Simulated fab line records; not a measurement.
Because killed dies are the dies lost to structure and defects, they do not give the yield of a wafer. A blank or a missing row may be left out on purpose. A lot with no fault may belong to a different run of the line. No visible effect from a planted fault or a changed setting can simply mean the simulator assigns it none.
Which tool is to blame? -- flow nand-harc -- 18 wafers sampled from 6 lots at 1 step of a route of 1302

WHAT THE GAUGES READ, wafer by wafer
NHARC_P_CONTACT_OVL_MEAS_13.
lot,measured,on,overlay-x-nm (nm)
L171,day 6 21:09,overlay-01,0.7 0.0 0.1
L173,day 8 04:29,overlay-02,1.3 0.8 0.8
L175,day 8 17:53,overlay-01,0.1 -0.2 0.1
L178,day 10 00:17,overlay-02,0.3 -0.9 -0.3
L182,day 11 21:44,overlay-01,-0.1 -0.3 -0.4
L191,day 15 17:33,overlay-02,-0.9 -1.5 -1.4

EACH LOT AND THE TOOL THAT RAN IT (in order: tool; ch and the chambers of the sampled wafers; start)
There is no process step in the record ahead of these readings.

THE ANSWER, worked out from the rows above alone
Rule: the lots themselves supply what counts as usual. Put in order of their means at a reading, lots are off if they are a third of the lots or fewer, leave a main group of 4 or more, and stand apart from it by a gap of 3 or more times the standard deviation of the main group's means; of several such gaps the widest counts. Not used: any main group whose means are identical at the precision the tables above print for the reading. Also off: a lot with no number at a reading for which 4 or more lots have one. The other lots that the step has rows for count as sound.
Across all readings shown, no lot is off: no conclusion can be drawn from this.

WHAT THE SIMULATOR HAD INSERTED
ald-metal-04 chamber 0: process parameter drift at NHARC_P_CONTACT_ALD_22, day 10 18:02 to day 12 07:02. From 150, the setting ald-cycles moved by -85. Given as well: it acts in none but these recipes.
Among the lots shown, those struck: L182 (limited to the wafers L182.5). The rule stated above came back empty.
